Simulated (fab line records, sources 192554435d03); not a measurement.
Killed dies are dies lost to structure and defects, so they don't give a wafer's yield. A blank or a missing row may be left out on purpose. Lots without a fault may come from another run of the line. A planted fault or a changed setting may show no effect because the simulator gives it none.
fab line records | flow n5_finfet | part 2 of 2: steps 24 to 31 of 31
record lots=5 wafers=15 last_day=17
route steps=1938 shown BEOL_M13@1671
lots that met no fault: from a run of the same line without faults
start_h: hours from the record's first day to the start of the lot's first wafer shown | wait_h: hours since the lot's step before | " the same as in the row above | L1.1+2: a row that stands for several wafers | - no value, or no start given | * or withheld: withheld | < > ~ a bound
route shown NAME@n: a module of which the file shows steps, and the number in the route of the first | usual: mean/standard deviation of fault-free wafers | same: alike in all rows | chamber/n: place in a boat | sites: the reading at each site | _std_site: their standard deviation | _edge_site: outer sites' mean less inner sites' | radius_mm: how far each site lies from the wafer's centre | mask NAME#n: copy n | behind: the tool/chamber that last shaped the wafer | hold: why the lot was held/for how many hours/how that ended | device: the transistor (n, p or np) that didn't switch | end of line: the same wafers' tests at the end of the route | a step without rows: its recipe alone | killed: dies lost to structure and defects at the first sort, not the wafer's yield | map: a wafer's dies, x killed, . not, _ none there
set.NAME: the setting as run; set.NAME@STEP: as run at that earlier step | model.NAME: the simulator's own value behind a step, which no gauge read
lots at some steps of the route; a table a step, a row a wafer
services: from which hour (start_h, from the record's first day; less than 0 if before it) a tool's chamber was out of use, for how many hours, and why
## steps
# step N5_BEOL_M13_ETCH_68
# recipe chemistry=N2/H2 target=SOC mask_material=SiARC source_w=3000 bias_w=350 temp_c=40 time_s=355 ion_energy_ev=200 pressure_mtorr=30 n2_flow_sccm=200 h2_flow_sccm=200
# usual drypump_motor_current_A=5.7/0.6 oes_product_au=0.79/0.093 rf_vpp_V=522.9/2.4 showerhead_plenum_p_Torr=2.51/0.08 throttle_valve_pct=17.67/0.26
# columns lot.wafer tool chamber start_h wait_h drypump_motor_current_A oes_product_au rf_hours_counter_h rf_vpp_V showerhead_plenum_p_Torr throttle_valve_pct
L077.2 rie_diel-04 1 266.72 0.1 5.3 0.80 110 521.9 2.45 17.51
L077.4 " 0 " " 5.9 0.72 157 517.8 2.35 17.86
L077.5 " 1 " " 5.3 0.80 - 521.5 2.45 17.53
L080.1 rie_diel-02 3 272.88 0.1 6.7 0.84 76 522.8 2.45 17.25
L080.2 " 2 " " 4.7 0.89 29 526.2 2.59 17.59
L080.6 " 1 " " 6.6 0.67 - 526.4 2.63 18.09
L081.3 rie_diel-03 1 304.28 0.1 6.3 0.94 6 524.2 2.60 17.15
L081.4 " 2 " " 5.7 0.70 239 523.3 2.49 18.01
L081.6 " 1 " " 6.3 0.94 - 526.0 2.60 17.15
L087.1 rie_diel-02 0 340.82 0.1 5.8 0.93 16 524.7 2.61 18.04
L087.3 " 2 " " 4.7 0.85 52 525.0 2.58 17.65
L087.6 " 2 " " 4.7 0.85 - 526.0 2.58 17.62
L091.1 rie_diel-04 2 363.61 0.1 5.2 0.70 205 524.1 2.51 17.56
L091.3 " 1 " " 5.3 0.78 140 519.9 2.44 17.58
L091.5 " 3 " " 6.2 0.97 - 522.6 2.49 17.38
# step N5_BEOL_M13_STRIP_69
# recipe chemistry=N2/H2 temp_c=40 n2_flow_sccm=200 h2_flow_sccm=200 rf_frequency_hz=6e+07
# columns lot.wafer tool chamber start_h wait_h
L077.2+4+5 rie_diel-04 1,0,1 266.93 0.1
L080.1+2+6 rie_diel-02 3,2,1 273.09 0.1
L081.3+4+6 rie_diel-03 1,2,1 304.49 0.1
L087.1+3+6 rie_diel-02 0,2,2 341.03 0.1
L091.1+3+5 rie_diel-04 2,1,3 363.82 0.1
# step N5_BEOL_M13_TRENCH_ETCH_34
# recipe chemistry=C4F8/O2/Ar target=SiOC target_depth_a=4134.7 mask_material=SOC pressure_mtorr=30 source_w=3000 bias_w=700 Ar_flow_sccm=400 C4F8_flow_sccm=15 O2_flow_sccm=8 he_inner_torr=15 he_outer_torr=30 time_s=162.6 ion_energy_ev=250
# usual drypump_motor_current_A=5.7/0.6 oes_product_au=0.79/0.091 rf_vpp_V=664.1/3 showerhead_plenum_p_Torr=3.37/0.11 throttle_valve_pct=24.08/0.26
# columns lot.wafer tool chamber start_h wait_h drypump_motor_current_A oes_product_au rf_hours_counter_h rf_vpp_V showerhead_plenum_p_Torr throttle_valve_pct
L077.2 rie_diel-04 1 266.94 0.0 5.3 0.80 110 663.0 3.29 23.72
L077.4 " 0 " " 5.9 0.72 157 657.8 3.14 24.07
L077.5 " 1 " " 5.3 0.80 - 662.6 3.29 23.73
L080.1 rie_diel-02 3 273.10 0.0 6.6 0.85 76 664.5 3.34 23.86
L080.2 " 2 " " 4.6 0.89 30 667.0 3.51 24.25
L080.6 " 1 " " 6.6 0.67 - 666.2 3.48 24.30
L081.3 rie_diel-03 1 304.50 0.0 6.3 0.94 7 668.5 3.49 23.57
L081.4 " 2 " " 5.6 0.71 239 663.3 3.36 24.46
L081.6 " 1 " " 6.3 0.94 - 667.4 3.49 23.60
L087.1 rie_diel-02 0 341.04 0.0 5.8 0.94 17 667.9 3.49 24.47
L087.3 " 2 " " 4.7 0.85 52 667.2 3.50 24.28
L087.6 " 2 " " 4.7 0.86 - 667.1 3.50 24.27
L091.1 rie_diel-04 2 363.83 0.0 5.2 0.70 205 663.8 3.39 23.86
L091.3 " 1 " " 5.3 0.77 140 662.1 3.27 23.75
L091.5 " 3 " " 6.2 0.97 - 662.2 3.37 23.95
# step N5_BEOL_M13_STRIP_70
# recipe chemistry=C4F8/O2/Ar resist=SiARC rf_frequency_hz=6e+07
# columns lot.wafer tool chamber start_h wait_h
L077.2+4+5 rie_diel-04 1,0,1 267.07 0.1
L080.1+2+6 rie_diel-02 3,2,1 273.23 0.1
L081.3+4+6 rie_diel-03 1,2,1 304.64 0.1
L087.1+3+6 rie_diel-02 0,2,2 341.18 0.1
L091.1+3+5 rie_diel-04 2,1,3 363.96 0.1
# step N5_BEOL_M13_OCD_MEAS_35
# usual trench_depth_nm=412/7.2
# columns lot.wafer tool chamber start_h wait_h trench_depth_nm
L077.2 ocd-02 - 267.11 0.0 415
L077.4 " - " " 409
L077.5 " - " " 410
L080.1 ocd-01 - 273.27 0.0 423
L080.2 " - " " 422
L080.6 " - " " 405
L081.3 ocd-01 - 304.68 0.0 418
L081.4 " - " " 410
L081.6 " - " " 419
L087.1 ocd-01 - 341.22 0.0 418
L087.3 " - " " 421
L087.6 " - " " 424
L091.1 ocd-01 - 364.00 0.0 401
L091.3 " - " " 407
L091.5 " - " " 417
# step N5_BEOL_M13_STRIP_37
# recipe chemistry=N2/H2 power_w=1000 temp_c=250 h2_frac=0.65 overash_fraction=0.3 pressure_mtorr=withheld n2_flow_sccm=1750 h2_flow_sccm=3250
# usual drypump_motor_current_A=5.6/0.44 heater_power_w=312/25 oes_product_au=0.784/0.011
# columns lot.wafer tool chamber start_h wait_h drypump_motor_current_A heater_power_w oes_product_au rf_hours_counter_h
L077.2 plasma_asher-02 1 267.15 0.0 5.1 266 0.775 73
L077.4 " 1 " " 5.1 268 0.774 -
L077.5 " 0 " " 5.4 325 0.791 -
L080.1 plasma_asher-01 1 273.31 0.0 6.3 318 0.802 127
L080.2 " 0 " " 5.6 337 0.801 127
L080.6 " 1 " " 6.3 319 0.788 -
L081.3 plasma_asher-02 1 304.74 0.1 5.1 272 0.764 -
L081.4 " 0 " " 5.4 327 0.788 -
L081.6 " 1 " " 5.1 276 0.786 -
L087.1 plasma_asher-02 0 341.49 0.3 5.4 322 0.784 86
L087.3 " 0 " " 5.4 323 0.789 -
L087.6 " 1 " " 5.1 272 0.778 -
L091.1 plasma_asher-01 1 364.38 0.4 6.3 317 0.786 145
L091.3 " 0 " " 5.6 334 0.788 -
L091.5 " 1 " " 6.2 319 0.795 -
# step N5_BEOL_M13_ETCH_38
# recipe chemistry=CF4/N2 target=SiCN target_depth_a=675 taper_deg=2 time_s=71.9 ion_energy_ev=150 mask_material=SiO2 pressure_mtorr=40 source_w=430 bias_w=70 Ar_flow_sccm=100 cf4_flow_sccm=60 n2_flow_sccm=60
# usual cf4_flow_sccm=60.01/0.18 drypump_motor_current_A=5.7/0.54 oes_product_au=0.80/0.094 rf_vpp_V=381.7/1.8 showerhead_plenum_p_Torr=2.17/0.067 throttle_valve_pct=15.29/0.22
# columns lot.wafer tool chamber start_h wait_h cf4_flow_sccm drypump_motor_current_A oes_product_au rf_hours_counter_h rf_vpp_V showerhead_plenum_p_Torr throttle_valve_pct
L077.2 rie_diel-04 3 276.63 - 59.99 6.3 0.70 231 381.6 2.18 15.50
L077.4 " 2 " " 60.32 5.2 0.72 177 382.4 2.19 15.14
L077.5 " 2 " " 60.06 5.2 0.72 - 383.0 2.19 15.15
L080.1 rie_diel-02 3 277.27 - 60.22 6.6 0.82 78 380.7 2.15 15.06
L080.2 " 2 " " 59.96 4.6 0.89 31 384.0 2.26 15.32
L080.6 " 3 " " 59.76 6.6 0.84 - 382.0 2.15 15.06
L081.3 rie_diel-04 2 310.16 - 59.95 5.2 0.70 186 382.6 2.19 15.15
L081.4 " 1 " " 60.05 5.3 0.78 122 380.3 2.12 15.09
L081.6 " 1 " " 59.95 5.3 0.79 - 381.0 2.12 15.11
L087.1 rie_diel-03 1 342.86 - 60.03 6.3 0.90 21 384.0 2.25 14.85
L087.3 " 0 " " 60.26 5.1 0.92 14 382.3 2.18 15.38
L087.6 " 0 " " 59.91 5.1 0.92 - 382.0 2.17 15.36
L091.1 rie_diel-03 3 367.24 - 60.12 5.8 0.73 155 381.7 2.21 15.32
L091.3 " 0 " " 60.00 5.1 0.90 24 380.8 2.17 15.38
L091.5 " 1 " " 59.90 6.3 0.88 - 383.6 2.25 14.88
# step N5_BEOL_M13_PRECLEAN_39
# recipe chemistry=residue_remover time_s=60 temp_c=40
# usual bath_heat_duty_pct=4.3/0.54
# columns lot.wafer tool chamber start_h wait_h bath_heat_duty_pct
L077.2 wet_bench-05 7 276.76 0.1 4.4
L077.4 " 4 " " 3.7
L077.5 " 3 " " 4.3
L080.1 wet_bench-06 0 277.40 0.1 3.9
L080.2 " 1 " " 4.3
L080.6 " 3 " " 3.4
L081.3 wet_bench-05 0 310.29 0.1 4.1
L081.4 " 1 " " 5.1
L081.6 " 5 " " 3.9
L087.1 wet_bench-03 2 342.99 0.1 3.9
L087.3 " 6 " " 4.7
L087.6 " 5 " " 3.9
L091.1 wet_bench-05 0 367.36 0.1 4.0
L091.3 " 2 " " 4.3
L091.5 " 1 " " 4.6
## services
# columns tool chamber start_h hours kind
wet_bench-05 - 242.11 1.1 repair
krf_scanner-02 - 252.40 34.7 repair
krf_scanner-01 - 264.18 0.2 repair
rie_diel-03 - 271.55 14.6 pm
rie_diel-02 0 274.53 - clean
rie_diel-02 0 274.53 - consumable_replace:focus_ring
rie_diel-02 0 274.53 14.8 scheduled_down
rie_diel-02 0 274.53 14.8 vent_cycle
krf_scanner-01 - 276.50 1.3 pm
wet_bench-05 - 283.21 4.3 repair
krf_scanner-02 - 292.50 1.3 pm
rie_diel-03 0 318.78 21.1 repair
rie_diel-04 0 319.25 5.6 repair
krf_scanner-01 - 324.96 1.0 pm
rie_diel-02 1 330.24 - clean
krf_scanner-02 - 333.60 0.8 pm
krf_scanner-01 - 335.96 0.8 pm
rie_diel-04 3 338.66 - clean
rie_diel-04 3 338.66 - consumable_replace:focus_ring
rie_diel-04 3 338.66 15.6 scheduled_down
rie_diel-04 3 338.66 15.6 vent_cycle
krf_scanner-02 - 360.51 4.4 pm
plasma_asher-02 - 364.03 24.6 repair
krf_scanner-02 - 367.03 1.0 pm
